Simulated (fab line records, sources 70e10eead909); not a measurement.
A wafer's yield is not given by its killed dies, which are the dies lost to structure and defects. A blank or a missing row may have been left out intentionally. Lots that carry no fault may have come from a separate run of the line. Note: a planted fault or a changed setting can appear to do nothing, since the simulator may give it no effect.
One fault seen from 2 desks | flow nandHarc | only its own numbers are on each desk; what lay behind them is given at the end

== FOR THE TOOL OWNER'S DESK: pecvdOnon-03 ==
The tool's own readings at NHARC_A_ONON_D1_DEP_22 (target thk 1000 nm): means of the sampled wafers that have a number, for each lot that ran on this tool. Marked OUT: a lot whose mean sits more than 4 standard deviations from the usual mean, which makes it out of limits; the brackets give that distance.
Columns: A = susceptorTempC at NHARC_A_ONON_D1_DEP_22, usual 399.99 C
lot  | first seen here | A
L649 | day 8 18:42     | 400.05
L651 | day 9 11:34     | 400.33
L658 | day 12 18:48    | 400.06
L662 | day 14 05:25    | 399.84
This desk found nothing out of limits on any of the 4 lots.

== METROLOGY DESK ==
What the gauges read, lot by lot, whatever tool the lot ran on: means of the sampled wafers that have a number. Marked OUT: a lot whose mean sits more than 4 standard deviations from the usual mean, which makes it out of limits; the brackets give that distance.
Columns: A = cdNm at NHARC_A_ZERO_WELL_CD_MEAS_10, usual 1999.5 nm; B = thkNm at NHARC_A_ONON_D1_THK_MEAS_24, usual 998 nm
lot  | first seen here | A      | B
L649 | day 7 04:58     | 2001.1 | 998
L650 | day 7 15:55     | 1998.8 | 987
L651 | day 8 00:42     | 2002.4 | 1000
L652 | day 8 13:52     | 1999.1 | 1000
L653 | day 9 03:04     | 1996.4 | 992
L654 | day 9 07:41     | 2000.5 | 1007
L655 | day 9 17:16     | 1998.4 | 1007
L656 | day 10 08:59    | 1999.8 | 1002
L658 | day 11 11:02    | 1999.1 | 1011
L662 | day 12 19:18    | 1998.5 | 970 (-4.1) OUT
L669 | day 15 11:02    | 2003.9 | 1000
L670 | day 16 01:42    | 2001.0 | 989
L671 | day 16 17:07    | 1998.3 | 999
This desk's finding: out of limits on L662; first on L662, day 14 05:49 (thkNm at NHARC_A_ONON_D1_THK_MEAS_24). L649, L650, L651, L652, L653, L654, L655, L656, L658, L669, L670, L671 stayed within limits.

== TAKEN TOGETHER ==
At day 14 05:49 the metrology desk could have sounded an alarm, on L662.
The tool owner's desk saw nothing out of limits.
The tool owner's desk has L662 on record, within its limits.
All the named lots went through NHARC_A_ONON_D1_DEP_22 on pecvdOnon-03.

== WHAT THE SIMULATOR HAD INSERTED ==
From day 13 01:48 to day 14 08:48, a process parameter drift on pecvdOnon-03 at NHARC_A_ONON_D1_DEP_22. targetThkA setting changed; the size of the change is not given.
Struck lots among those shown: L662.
Delay in hours, fault start to first out-of-limits reading, per desk: metrology desk 28.
